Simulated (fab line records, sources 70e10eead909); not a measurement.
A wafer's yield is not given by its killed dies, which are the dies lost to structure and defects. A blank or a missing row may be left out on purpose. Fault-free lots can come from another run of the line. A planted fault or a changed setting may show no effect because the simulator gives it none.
fab line records	flow nandHarc
record: lots: 24	wafers: 72	lastDay: 33
route steps=1302 shown A_DECK1_JOINT@527 A_CHANNEL_HOLE_D2@595 A_CHANNEL_FILL_D2@614
lots with no fault: from the same line, run without faults
startH: the number of hours between the record's first day and the start of the first shown wafer of the lot	waitH: how many hours have passed since the lot's step before this one	" same as the row above	L1.1+2: a single row standing in for several wafers	- either no value or no given start	* or withheld: withheld	< > ~ a bound
route shown NAME@n: NAME is a module with steps in the file, n the number in the route of the first one	usual: average and standard deviation across the fault-free wafers	same: alike in all rows	chamber/n: place in a boat	sites: the reading at each site	_std_site: the standard deviation of these	_edge_site: inner sites' mean taken away from outer sites' mean	radiusMm: how far each site lies from the wafer's centre	mask NAME#n: copy n	behind: the last tool/chamber to shape the wafer	hold: what put the lot on hold/how long, in hours/how the hold closed	device: which transistor (n, p or np) failed to switch	end of line: tests of these same wafers at the route's end	step lacking rows: just its recipe	killed: the dies lost at the first sort to structure and to defects; this is not the yield of the wafer	map: a wafer's dies, x killed, . not, _ none there
set.NAME: setting as actually run; set.NAME@STEP: the setting as run at that earlier step	model.NAME: the simulator's own value behind a step, which no gauge read
route steps across a sampled set of lots; one table per step, one row per wafer
services: a tool's chamber out of use, with start hour (startH, from the record's first day; less than 0 if before it), hours out, and reason
== steps ==
step: NHARC_A_DECK1_JOINT_CMP_13
recipe: targetThkNm: 51.023
usual: motorCurrentA: 12.4/1.4	timeToEndpointS: 9.2/2.9
lot.wafer	tool	chamber	startH	waitH	motorCurrentA	timeToEndpointS
L074.4	cmp-03	0	265.34	0.4	13.3	8.0
L074.1	"	2	"	"	13.6	8.7
L074.6	"	3	"	"	10.3	7.8
L075.2	cmp-02	0	265.37	0.4	10.8	7.8
L075.5	"	2	"	"	11.4	10.2
L075.6	"	3	"	"	12.8	9.6
L076.2	cmp-02	2	272.89	0.4	11.1	14.3
L076.5	"	3	"	"	11.9	10.1
L076.6	"	0	"	"	11.0	7.4
L077.2	cmp-04	1	284.51	0.4	12.8	16.0
L077.4	"	0	"	"	10.4	7.7
L077.6	"	1	"	"	13.1	12.2
L078.3	cmp-04	2	290.51	0.4	12.6	10.2
L078.4	"	1	"	"	13.3	13.1
L078.6	"	2	"	"	13.8	8.4
L079.2	cmp-03	1	290.51	0.4	14.1	11.4
L079.1	"	2	"	"	13.6	7.4
L079.3	"	3	"	"	11.2	5.2
L080.3	cmp-04	2	302.37	0.4	12.5	6.8
L080.1	"	0	"	"	10.7	6.4
L080.5	"	1	"	"	13.5	13.6
L081.3	cmp-02	0	316.97	0.4	11.1	6.7
L081.2	"	1	"	"	13.1	10.1
L081.5	"	0	"	"	10.9	5.5
L082.2	cmp-03	2	316.97	0.4	13.0	4.7
L082.1	"	0	"	"	13.8	4.7
L082.5	"	2	"	"	13.6	3.8
L083.2	cmp-02	3	350.15	0.4	11.8	7.6
L083.4	"	1	"	"	13.2	12.1
L083.5	"	3	"	"	11.6	9.2
L084.3	cmp-03	1	350.17	0.4	15.0	10.8
L084.1	"	2	"	"	12.6	5.7
L084.6	"	1	"	"	14.3	12.0
L086.4	cmp-02	0	363.22	0.4	10.4	5.6
L086.1	"	1	"	"	13.2	9.9
L086.3	"	2	"	"	11.0	9.6
L085.4	cmp-04	3	363.22	0.4	14.5	3.7
L085.2	"	0	"	"	10.2	3.5
L085.1	"	1	"	"	13.0	10.4
L087.4	cmp-04	2	389.91	0.4	12.8	7.3
L087.1	"	0	"	"	10.9	8.8
L087.6	"	2	"	"	13.1	10.2
L088.1	cmp-02	3	400.06	0.4	12.1	12.4
L088.2	"	1	"	"	13.2	13.4
L088.5	"	2	"	"	11.4	14.0
L089.1	cmp-03	3	407.41	0.4	10.5	6.5
L089.3	"	1	"	"	14.3	13.5
L089.6	"	2	"	"	12.6	6.7
L091.3	cmp-04	2	424.82	0.4	13.0	7.8
L091.2	"	0	"	"	10.1	4.8
L091.1	"	1	"	"	13.7	11.7
L090.2	cmp-03	1	424.87	0.4	14.6	12.7
L090.3	"	2	"	"	13.3	5.9
L090.6	"	3	"	"	10.7	7.5
L092.4	cmp-04	1	432.11	0.4	13.3	11.8
L092.5	"	3	"	"	15.2	10.2
L092.6	"	0	"	"	9.4	9.5
L093.3	cmp-02	1	438.35	0.4	12.5	10.4
L093.2	"	3	"	"	12.1	8.9
L093.6	"	2	"	"	10.4	10.2
L096.2	cmp-02	3	464.73	0.4	11.9	11.2
L096.4	"	1	"	"	13.3	13.0
L096.3	"	2	"	"	10.5	14.0
L094.3	cmp-04	3	464.75	0.4	13.5	8.9
L094.4	"	0	"	"	10.1	8.8
L094.1	"	1	"	"	12.6	14.0
L095.3	cmp-02	1	469.31	0.4	13.6	9.4
L095.5	"	0	"	"	10.7	6.9
L095.6	"	1	"	"	13.7	7.4
L097.1	cmp-03	2	477.94	0.4	12.8	10.2
L097.2	"	3	"	"	10.7	9.7
L097.5	"	1	"	"	13.9	17.9
step: NHARC_A_CHANNEL_HOLE_D2_ETCH_23
recipe: biasV: 5000	sourceW: withheld	pressureMtorr: 20	timeS: 819	arFlowSccm: 375	c4f8FlowSccm: 89.3	o2FlowSccm: 35.7	tempC: -20	targetDepthA: 16000	chemistry: C4F8/O2/Ar
usual: drypumpMotorCurrentA: 5.71/0.25	showerheadPlenumPTorr: 3.63/0.063	throttleValvePct: 32.154/0.0097
lot.wafer	tool	chamber	startH	waitH	drypumpMotorCurrentA	rfHoursCounterH	showerheadPlenumPTorr	throttleValvePct
L074.1	harEtch-01	1	310.54	0.5	5.69	158	3.69	32.172
L074.4	"	0	"	"	5.30	-	3.57	32.156
L074.6	"	0	"	"	5.31	-	3.57	32.171
L075.2	harEtch-02	0	311.63	0.5	6.03	365	3.64	32.162
L075.6	"	1	"	"	5.79	-	3.73	32.170
L075.5	"	0	"	"	6.04	-	3.64	32.152
L076.2	harEtch-01	1	314.69	0.5	5.70	162	3.69	32.155
L076.5	"	0	"	"	5.32	-	3.57	32.157
L076.6	"	1	"	"	5.67	-	3.69	32.149
L077.2	harEtch-01	0	336.58	0.5	5.34	169	3.56	32.171
L077.4	"	0	"	"	5.35	-	3.56	32.143
L077.6	"	0	"	"	5.34	-	3.56	32.164
L078.3	harEtch-02	0	337.64	0.5	6.01	-	3.63	32.149
L078.4	"	1	"	"	5.76	-	3.72	32.142
L078.6	"	1	"	"	5.76	-	3.72	32.148
L079.2	harEtch-01	0	340.73	0.5	5.31	173	3.56	32.158
L079.1	"	1	"	"	5.68	173	3.69	32.161
L079.3	"	0	"	"	5.32	-	3.56	32.134
L080.1	harEtch-01	0	352.58	0.5	5.33	184	3.55	32.160
L080.3	"	1	"	"	5.68	-	3.68	32.162
L080.5	"	0	"	"	5.33	-	3.55	32.161
L082.1	harEtch-02	0	357.90	0.5	6.02	391	3.63	32.147
L082.2	"	1	"	"	5.78	391	3.71	32.145
L082.5	"	0	"	"	6.05	-	3.63	32.142
L081.2	harEtch-01	1	358.25	0.5	5.69	188	3.68	32.149
L081.3	"	1	"	"	5.72	-	3.68	32.153
L081.5	"	1	"	"	5.69	-	3.68	32.164
L083.2	harEtch-01	0	398.00	0.5	5.31	211	3.54	32.139
L083.4	"	0	"	"	5.32	-	3.54	32.156
L083.5	"	1	"	"	5.69	-	3.67	32.160
L084.1	harEtch-02	0	399.52	0.5	6.07	1	3.62	32.155
L084.3	"	0	"	"	6.05	-	3.62	32.146
L084.6	"	0	"	"	6.05	-	3.62	32.145
L085.1	harEtch-02	1	410.67	0.5	5.75	9	3.70	32.150
L085.2	"	0	"	"	6.01	9	3.61	32.155
L085.4	"	0	"	"	6.05	-	3.61	32.173
L086.1	harEtch-01	0	411.13	0.5	5.34	222	3.53	32.154
L086.3	"	1	"	"	5.66	-	3.66	32.152
L086.4	"	0	"	"	5.34	-	3.53	32.158
L087.1	harEtch-02	1	436.68	0.5	5.80	21	3.69	32.146
L087.4	"	1	"	"	5.79	-	3.69	32.152
L087.6	"	1	"	"	5.78	-	3.69	32.171
L088.2	harEtch-02	0	450.73	0.5	6.04	29	3.60	32.166
L088.1	"	1	"	"	5.82	29	3.69	32.152
L088.5	"	1	"	"	5.76	-	3.69	32.150
L089.1	harEtch-01	1	451.99	0.5	5.69	245	3.65	32.152
L089.3	"	1	"	"	5.70	-	3.65	32.146
L089.6	"	1	"	"	5.68	-	3.65	32.160
L090.2	harEtch-01	1	474.19	0.5	5.69	257	3.64	32.163
L090.3	"	1	"	"	5.72	-	3.64	32.156
L090.6	"	1	"	"	5.69	-	3.64	32.148
L091.2	harEtch-02	1	477.67	0.5	5.78	44	3.68	32.159
L091.1	"	0	"	"	6.04	44	3.60	32.163
L091.3	"	1	"	"	5.77	-	3.68	32.173
L092.4	harEtch-01	0	478.60	0.5	5.33	-	3.51	32.167
L092.5	"	0	"	"	5.34	-	3.51	32.161
L092.6	"	1	"	"	5.69	-	3.64	32.149
L093.2	harEtch-02	1	486.13	0.5	5.75	51	3.68	32.156
L093.3	"	0	"	"	6.04	-	3.59	32.149
L093.6	"	0	"	"	6.03	-	3.59	32.134
L094.1	harEtch-01	0	507.20	0.5	5.36	280	3.50	32.165
L094.3	"	1	"	"	5.66	-	3.63	32.150
L094.4	"	0	"	"	5.33	-	3.50	32.148
L096.2	harEtch-02	1	507.20	0.5	5.76	67	3.67	32.146
L096.3	"	0	"	"	6.03	-	3.58	32.165
L096.4	"	1	"	"	5.78	-	3.67	32.169
L095.3	harEtch-02	1	516.91	0.5	5.79	-	3.67	32.157
L095.6	"	0	"	"	6.04	-	3.58	32.138
L095.5	"	1	"	"	5.77	-	3.67	32.144
L097.1	harEtch-02	1	524.57	0.5	5.77	78	3.66	32.142
L097.2	"	0	"	"	6.03	78	3.58	32.164
L097.5	"	1	"	"	5.80	-	3.66	32.145
step: NHARC_A_CHANNEL_FILL_D2_ALD_14
recipe: targetThkA: 25	pulseTimeS: 10	aldCycles: 25	tempC: 300	material: SiO2
usual: heaterPowerW: 489/57	precursorPulseHeightRel: 0.998/0.02
lot.wafer	tool	chamber	startH	waitH	heaterPowerW	precursorPulseHeightRel	sinceWetCleanH
L074.1	aldHk-04	0	321.91	0.0	611	1.007	56
L074.4	"	3	"	"	473	0.997	57
L074.6	"	0	"	"	605	0.972	-
L075.2	aldHk-02	2	321.94	0.1	543	0.993	138
L075.5	"	1	"	"	526	1.037	-
L075.6	"	2	"	"	550	0.997	-
L076.2	aldHk-04	3	326.15	0.2	482	1.005	61
L076.6	"	0	"	"	598	1.007	-
L076.5	"	1	"	"	468	1.011	-
L078.3	aldHk-04	1	348.00	0.0	468	1.015	83
L078.4	"	0	"	"	613	0.996	83
L078.6	"	2	"	"	455	1.004	-
L077.2	aldHk-03	3	348.03	0.1	405	0.974	122
L077.4	"	0	"	"	447	1.001	122
L077.6	"	3	"	"	412	0.994	-
L079.3	aldHk-03	2	352.21	0.0	479	1.010	126
L079.2	"	3	"	"	406	1.011	126
L079.1	"	1	"	"	533	1.005	126
L080.3	aldHk-04	3	364.11	0.1	471	0.991	99
L080.1	"	0	"	"	606	0.969	99
L080.5	"	2	"	"	447	1.001	-
L081.2	aldHk-04	2	369.46	0.1	440	0.971	104
L081.3	"	3	"	"	482	0.989	104
L081.5	"	0	"	"	622	0.995	-
L082.1	aldHk-04	0	369.61	0.3	617	1.021	104
L082.2	"	1	"	"	462	0.947	104
L082.5	"	0	"	"	611	1.004	-
L084.3	aldHk-02	1	409.35	0.0	525	0.995	48
L084.1	"	0	"	"	452	1.020	48
L084.6	"	2	"	"	533	1.034	-
L083.4	aldHk-04	1	409.43	0.1	474	1.001	144
L083.2	"	3	"	"	492	0.997	144
L083.5	"	1	"	"	465	0.997	-
L085.1	aldHk-03	1	422.19	0.0	531	0.982	18
L085.2	"	2	"	"	475	0.978	18
L085.4	"	3	"	"	402	1.043	18
L086.3	aldHk-04	3	422.27	0.1	471	0.981	157
L086.1	"	0	"	"	628	0.953	157
L086.4	"	1	"	"	458	1.007	157
L087.4	aldHk-02	2	450.66	0.1	544	0.988	89
L087.1	"	3	"	"	444	0.999	89
L087.6	"	0	"	"	443	0.989	-
L088.2	aldHk-03	2	462.28	0.1	471	0.997	58
L088.1	"	0	"	"	431	1.002	58
L088.5	"	1	"	"	511	0.985	-
L089.3	aldHk-02	0	462.31	0.1	449	0.997	101
L089.1	"	1	"	"	544	0.969	101
L089.6	"	3	"	"	449	0.995	-
L090.2	aldHk-03	0	485.75	0.1	432	0.994	81
L090.3	"	1	"	"	520	0.985	81
L090.6	"	2	"	"	470	1.008	-
L091.3	aldHk-02	0	489.73	0.6	468	1.017	128
L091.1	"	1	"	"	523	0.987	128
L091.2	"	3	"	"	440	1.003	128
L092.4	aldHk-02	1	490.02	0.9	534	1.025	128
L092.6	"	3	"	"	443	0.973	-
L092.5	"	0	"	"	443	0.979	-
L093.3	aldHk-04	0	497.47	0.0	598	1.067	54
L093.2	"	2	"	"	456	1.026	54
L093.6	"	1	"	"	478	0.990	-
L094.3	aldHk-02	1	518.59	0.1	531	1.002	157
L094.4	"	2	"	"	545	0.961	157
L094.1	"	3	"	"	440	0.981	157
L096.3	aldHk-03	1	518.60	0.1	529	0.965	114
L096.4	"	2	"	"	483	0.992	114
L096.2	"	3	"	"	413	1.004	114
L095.3	aldHk-02	3	528.21	0.1	449	1.003	167
L095.6	"	1	"	"	528	1.023	-
L095.5	"	2	"	"	546	0.969	-
L097.1	aldHk-03	2	536.76	0.0	488	0.990	132
L097.2	"	1	"	"	540	1.006	133
L097.5	"	3	"	"	413	0.995	-
step: NHARC_A_CHANNEL_FILL_D2_ETCHBACK_20
recipe: targetDepthA: 270	timeS: 13.5	c4f8FlowSccm: withheld	o2FlowSccm: 8	arFlowSccm: withheld	rfW: 600	biasW: 1500	chemistry: C4F8/O2/Ar
usual: oesProductAu: 0.979/0.029	rfVppV: 977/6.7
lot.wafer	tool	chamber	startH	waitH	oesProductAu	rfHoursCounterH	rfVppV
L074.1	rieDiel-12	1	340.46	-	1.000	2	974
L074.4	"	2	"	"	1.008	2	986
L074.6	"	2	"	"	1.018	-	987
L076.2	rieDiel-13	2	340.48	-	1.001	5	978
L076.6	"	0	"	"	0.986	-	973
L076.5	"	1	"	"	0.999	-	970
L075.2	rieDiel-04	1	340.48	-	0.979	23	985
L075.6	"	1	"	"	0.970	-	985
L075.5	"	2	"	"	0.998	-	984
L078.3	rieDiel-12	2	368.25	-	1.031	3	985
L078.4	"	1	"	"	0.991	2	974
L078.6	"	3	"	"	0.982	-	989
L079.2	rieDiel-13	1	368.26	-	1.009	0	969
L079.3	"	2	"	"	1.007	0	979
L079.1	"	3	"	"	0.989	0	971
L077.4	rieDiel-04	3	368.27	-	1.011	0	974
L077.2	"	0	"	"	0.988	0	971
L077.6	"	2	"	"	0.997	-	983
L080.3	rieDiel-12	3	380.76	-	0.924	3	988
L080.1	"	1	"	"	0.965	3	972
L080.5	"	2	"	"	0.957	-	987
L081.2	rieDiel-13	1	386.40	-	1.001	1	970
L081.3	"	3	"	"	0.980	1	970
L081.5	"	0	"	"	0.983	-	973
L082.1	rieDiel-04	2	386.40	-	0.987	2	984
L082.2	"	1	"	"	0.988	2	985
L082.5	"	2	"	"	0.985	-	984
L084.3	rieDiel-12	0	426.63	-	0.990	5	987
L084.1	"	2	"	"	1.011	6	986
L084.6	"	1	"	"	0.988	-	972
L083.2	rieDiel-13	2	426.65	-	0.965	1	977
L083.4	"	0	"	"	0.962	2	974
L083.5	"	1	"	"	0.992	-	970
L086.3	rieDiel-12	0	439.28	-	1.005	5	984
L086.4	"	1	"	"	1.008	5	973
L086.1	"	3	"	"	0.980	6	987
L085.2	rieDiel-13	0	439.28	-	0.984	2	975
L085.1	"	1	"	"	1.009	2	969
L085.4	"	2	"	"	0.996	1	976
L087.4	rieDiel-13	0	468.28	-	0.984	3	974
L087.1	"	2	"	"	0.993	2	978
L087.6	"	1	"	"	0.990	-	969
L089.1	rieDiel-13	0	478.93	-	0.928	3	974
L089.3	"	1	"	"	0.971	3	971
L089.6	"	1	"	"	0.961	-	970
L088.1	rieDiel-12	3	478.94	-	0.894	1	987
L088.2	"	0	"	"	0.928	1	984
L088.5	"	0	"	"	0.915	-	985
L090.2	rieDiel-13	2	502.87	-	0.933	3	979
L090.3	"	3	"	"	0.912	4	969
L090.6	"	0	"	"	0.917	-	974
L091.1	rieDiel-12	3	506.50	-	0.961	2	987
L091.3	"	1	"	"	0.991	2	973
L091.2	"	2	"	"	0.995	2	983
L092.4	rieDiel-13	2	506.53	-	0.968	3	977
L092.5	"	3	"	"	0.941	-	971
L092.6	"	0	"	"	0.961	-	974
L093.3	rieDiel-04	0	514.56	-	0.988	26	971
L093.2	"	1	"	"	0.988	27	985
L093.6	"	0	"	"	0.983	-	970
L094.3	rieDiel-13	3	535.26	-	1.003	0	971
L094.1	"	0	"	"	0.981	0	972
L094.4	"	1	"	"	1.018	0	970
L096.3	rieDiel-12	0	535.33	-	0.986	3	984
L096.2	"	2	"	"	1.001	3	987
L096.4	"	3	"	"	0.982	3	987
L095.3	rieDiel-13	0	549.27	-	0.977	1	974
L095.6	"	2	"	"	1.016	-	979
L095.5	"	0	"	"	0.967	-	972
L097.2	rieDiel-12	1	554.84	-	0.949	4	972
L097.1	"	3	"	"	0.923	3	987
L097.5	"	1	"	"	0.944	-	974
step: NHARC_A_CHANNEL_FILL_D2_ETCHBACK_08
recipe: targetDepthA: 2200	timeS: 110	c4f8FlowSccm: 20	arFlowSccm: withheld	rfW: 600	biasW: 300	chemistry: C4F8
usual: oesProductAu: 0.97/0.038	rfVppV: 440/3.3
lot.wafer	tool	chamber	startH	waitH	oesProductAu	rfHoursCounterH	rfVppV
L075.2	rieDiel-13	0	-	-	0.98	0.1	439
L075.5	"	1	"	"	1.02	-	437
L075.6	"	0	"	"	0.99	-	438
L076.2	rieDiel-12	1	-	-	1.00	2.4	438
L076.5	"	1	"	"	1.00	-	437
L076.6	"	2	"	"	1.02	-	445
L074.4	rieDiel-13	1	-	-	1.02	0.2	438
L074.1	"	3	"	"	0.98	0.2	436
L074.6	"	1	"	"	1.02	-	437
L077.2	rieDiel-13	3	-	-	0.98	1.0	437
L077.4	"	3	"	"	0.98	-	436
L077.6	"	1	"	"	0.99	-	438
L078.4	rieDiel-12	0	-	-	0.92	3.3	442
L078.3	"	1	"	"	0.93	3.1	436
L078.6	"	0	"	"	0.92	-	444
L079.1	rieDiel-12	1	-	-	1.00	3.2	438
L079.3	"	2	"	"	1.02	3.6	444
L079.2	"	3	"	"	0.98	3.5	444
L080.3	rieDiel-12	2	-	-	0.94	4.1	445
L080.1	"	3	"	"	0.90	4.1	445
L080.5	"	2	"	"	0.94	-	446
L082.1	rieDiel-13	0	-	-	0.91	1.4	439
L082.2	"	1	"	"	0.94	1.4	437
L082.5	"	1	"	"	0.94	-	437
L081.3	rieDiel-12	1	-	-	0.97	3.7	436
L081.2	"	3	"	"	0.92	4.1	444
L081.5	"	1	"	"	0.98	-	437
L084.3	rieDiel-13	3	-	-	1.00	2.7	437
L084.1	"	2	"	"	1.01	2.1	441
L084.6	"	0	"	"	1.00	-	440
L083.2	rieDiel-04	0	-	-	0.98	14.4	439
L083.4	"	1	"	"	0.99	14.6	443
L083.5	"	0	"	"	0.99	-	439
L085.1	rieDiel-12	0	-	-	1.00	0.0	442
L085.2	"	2	"	"	1.01	0.0	445
L085.4	"	3	"	"	0.97	0.0	445
L086.4	rieDiel-13	2	-	-	0.93	2.2	440
L086.3	"	3	"	"	0.92	2.9	437
L086.1	"	1	"	"	0.95	2.9	436
L087.4	rieDiel-13	1	-	-	0.94	3.3	437
L087.1	"	2	"	"	0.94	2.6	441
L087.6	"	2	"	"	0.94	-	440
L088.1	rieDiel-12	3	-	-	0.91	1.6	444
L088.2	"	2	"	"	0.94	2.0	444
L088.5	"	0	"	"	0.92	-	444
L089.1	rieDiel-13	2	-	-	0.93	2.8	440
L089.3	"	0	"	"	0.91	3.7	439
L089.6	"	3	"	"	0.92	-	436
L090.3	rieDiel-12	2	-	-	1.00	2.8	445
L090.2	"	0	"	"	0.99	2.5	445
L090.6	"	2	"	"	1.00	-	445
L091.1	rieDiel-12	2	-	-	0.93	2.9	444
L091.2	"	3	"	"	0.91	2.5	445
L091.3	"	0	"	"	0.92	2.6	444
L092.4	rieDiel-12	1	-	-	1.00	2.8	436
L092.6	"	3	"	"	0.98	-	445
L092.5	"	0	"	"	0.99	-	442
L093.2	rieDiel-13	0	-	-	0.98	0.0	438
L093.3	"	1	"	"	1.01	0.0	436
L093.6	"	0	"	"	0.97	-	439
L094.1	rieDiel-04	3	-	-	1.00	3.2	439
L094.3	"	0	"	"	1.01	3.6	437
L094.4	"	2	"	"	1.00	2.6	444
L096.3	rieDiel-13	2	-	-	1.00	1.3	441
L096.2	"	0	"	"	0.97	1.1	438
L096.4	"	1	"	"	1.01	-	435
L095.3	rieDiel-13	2	-	-	0.93	1.4	440
L095.5	"	1	"	"	0.94	-	436
L095.6	"	2	"	"	0.94	-	442
L097.2	rieDiel-12	0	-	-	0.92	3.8	445
L097.1	"	1	"	"	0.93	4.3	437
L097.5	"	3	"	"	0.90	-	444
step: NHARC_A_CHANNEL_FILL_D2_STRIP_29
recipe: timeS: 20	o2FlowSccm: 500	arFlowSccm: 0	biasW: 0	chemistry: O2
usual: drypumpMotorCurrentA: 5.8/0.52	oesProductAu: 0.997/0.016	rfVppV: 57.7/0.87	showerheadPlenumPTorr: 3.51/0.18	throttleValvePct: 17.036/0.0097
lot.wafer	tool	chamber	startH	waitH	drypumpMotorCurrentA	oesProductAu	rfHoursCounterH	rfVppV	showerheadPlenumPTorr	throttleValvePct
L075.2	rieDiel-13	3	358.04	0.1	6.0	0.987	0.2	56.9	3.31	17.046
L075.5	"	0	"	"	6.0	0.988	-	58.3	3.41	17.034
L075.6	"	1	"	"	5.0	1.012	-	56.0	3.31	17.040
L076.2	rieDiel-12	3	-	-	5.7	0.971	2.3	57.9	3.76	17.028
L076.6	"	2	"	"	5.2	1.017	-	59.9	3.73	17.029
L076.5	"	3	"	"	5.7	0.978	-	58.0	3.76	17.027
L074.1	rieDiel-13	2	-	-	6.7	1.009	0.0	57.3	3.52	17.030
L074.4	"	0	"	"	6.1	0.996	0.3	57.6	3.41	17.047
L074.6	"	1	"	"	5.0	1.015	-	56.9	3.31	17.031
L078.4	rieDiel-12	2	-	-	5.1	1.029	3.6	58.1	3.73	17.029
L078.3	"	0	"	"	6.2	0.997	3.3	57.1	3.69	17.023
L078.6	"	2	"	"	5.1	1.029	-	58.4	3.73	17.038
L077.2	rieDiel-13	0	385.84	0.2	6.0	0.990	1.0	58.0	3.41	17.012
L077.4	"	1	"	"	5.0	1.015	-	55.8	3.31	17.029
L077.6	"	0	"	"	6.0	0.990	-	58.5	3.41	17.040
L079.3	rieDiel-12	0	-	-	6.2	0.995	3.4	57.5	3.69	17.031
L079.2	"	2	"	"	5.1	1.021	3.7	58.9	3.73	17.031
L079.1	"	3	"	"	5.7	0.977	3.5	59.0	3.76	17.012
L080.1	rieDiel-12	1	-	-	5.6	0.994	3.6	56.8	3.37	17.032
L080.3	"	2	"	"	5.1	1.015	4.2	58.2	3.73	17.042
L080.5	"	2	"	"	5.1	1.009	-	57.5	3.73	17.027
L082.1	rieDiel-13	0	-	-	6.1	0.989	1.4	57.2	3.41	17.047
L082.2	"	1	"	"	5.1	1.023	1.5	58.0	3.31	17.030
L082.5	"	1	"	"	5.0	1.023	-	55.9	3.31	17.047
L081.2	rieDiel-12	1	-	-	5.6	0.997	3.7	56.7	3.37	17.045
L081.3	"	3	"	"	5.7	0.961	4.2	58.1	3.76	17.035
L081.5	"	2	"	"	5.1	1.027	-	58.6	3.73	17.038
L084.1	rieDiel-13	3	-	-	6.1	0.988	2.7	57.7	3.31	17.031
L084.3	"	0	"	"	6.1	0.994	2.9	57.0	3.41	17.018
L084.6	"	3	"	"	6.1	0.986	-	57.6	3.31	17.046
L083.4	rieDiel-04	2	-	-	5.7	0.989	15.1	58.7	3.68	17.031
L083.2	"	3	"	"	4.8	1.018	14.9	58.4	3.39	17.027
L083.5	"	2	"	"	5.6	0.994	-	58.8	3.68	17.034
L085.1	rieDiel-12	3	-	-	5.7	0.969	0.0	58.7	3.76	17.036
L085.2	"	0	"	"	6.2	0.994	0.1	57.7	3.69	17.027
L085.4	"	1	"	"	5.6	0.997	0.1	57.0	3.37	17.034
L086.1	rieDiel-13	0	-	-	6.1	0.984	3.0	57.0	3.41	17.039
L086.4	"	2	"	"	6.7	1.010	2.2	57.6	3.52	17.015
L086.3	"	3	"	"	6.1	0.984	2.9	57.8	3.31	17.041
L087.1	rieDiel-13	1	-	-	5.0	0.999	3.4	56.1	3.31	17.030
L087.4	"	2	"	"	6.7	1.010	2.6	57.5	3.52	17.020
L087.6	"	0	"	"	6.1	0.992	-	57.7	3.41	17.014
L088.1	rieDiel-12	1	-	-	5.6	0.996	2.0	57.7	3.37	17.024
L088.2	"	2	"	"	5.1	1.018	2.0	58.3	3.72	17.045
L088.5	"	0	"	"	6.2	0.996	-	56.2	3.69	17.029
L089.3	rieDiel-13	2	-	-	6.7	1.008	2.9	57.7	3.52	17.050
L089.1	"	0	"	"	6.1	0.994	3.7	57.9	3.41	17.042
L089.6	"	3	"	"	6.1	0.980	-	57.2	3.31	17.035
L090.3	rieDiel-12	3	-	-	5.7	0.981	2.4	59.3	3.76	17.035
L090.2	"	0	"	"	6.2	1.000	2.5	58.1	3.69	17.025
L090.6	"	1	"	"	5.6	1.012	-	57.1	3.37	17.035
L091.1	rieDiel-12	0	-	-	6.2	0.987	2.7	58.4	3.69	17.021
L091.3	"	2	"	"	5.1	1.005	3.0	57.5	3.72	17.042
L091.2	"	3	"	"	5.7	0.968	2.6	57.4	3.76	17.035
L092.4	rieDiel-12	3	-	-	5.7	0.967	2.6	58.3	3.76	17.032
L092.5	"	0	"	"	6.2	0.992	-	57.7	3.69	17.026
L092.6	"	1	"	"	5.6	0.996	-	57.4	3.37	17.029
L093.3	rieDiel-13	1	-	-	5.1	1.015	0.1	58.1	3.31	17.037
L093.2	"	2	"	"	6.7	0.997	0.0	58.8	3.52	17.050
L093.6	"	1	"	"	5.0	1.019	-	57.8	3.31	17.044
L094.1	rieDiel-04	0	-	-	6.1	1.009	3.7	59.0	3.34	17.046
L094.3	"	2	"	"	5.6	1.009	2.6	57.8	3.67	17.053
L094.4	"	3	"	"	4.8	0.975	3.2	57.3	3.38	17.040
L096.3	rieDiel-13	0	556.72	0.1	6.1	0.967	1.2	57.3	3.41	17.029
L096.2	"	2	"	"	6.7	1.007	1.3	57.8	3.52	17.028
L096.4	"	1	"	"	5.1	1.019	-	56.7	3.31	17.027
L095.3	rieDiel-13	0	-	-	6.1	0.975	1.3	57.1	3.41	17.043
L095.5	"	0	"	"	6.1	0.970	-	57.2	3.41	17.050
L095.6	"	1	"	"	5.1	1.009	-	57.6	3.31	17.045
L097.1	rieDiel-12	0	-	-	6.2	0.993	3.8	57.5	3.69	17.020
L097.2	"	1	"	"	5.6	1.005	4.3	56.8	3.37	17.036
L097.5	"	3	"	"	5.7	0.978	-	57.9	3.76	17.032
== services ==
tool	chamber	startH	hours	kind
cmp-02	-	241.66	2.0	repair
cmp-02	-	243.69	4.0	pm
aldHk-04	-	255.53	10.0	pm
rieDiel-13	-	255.65	1.1	repair
rieDiel-12	-	268.40	9.0	pm
cmp-02	-	283.40	17.6	repair
cmp-02	-	341.69	4.0	pm
rieDiel-13	-	342.01	9.0	pm
cmp-02	-	363.56	3.4	repair
rieDiel-12	1	363.71	4.1	repair
rieDiel-13	2	379.24	21.3	repair
harEtch-02	-	380.97	17.0	pm
rieDiel-13	1	381.30	2.4	repair
cmp-02	-	390.06	0.6	repair
rieDiel-13	3	399.64	3.8	repair
rieDiel-13	1	412.95	2.6	repair
aldHk-04	-	433.53	10.0	pm
cmp-02	-	439.69	4.0	pm
rieDiel-12	-	445.40	9.0	pm
rieDiel-12	1	476.73	2.4	repair
cmp-02	-	482.28	1.7	repair
cmp-02	-	510.04	1.9	repair
rieDiel-13	-	519.01	9.0	pm
rieDiel-13	3	548.72	13.0	repair
== key ==
fault none
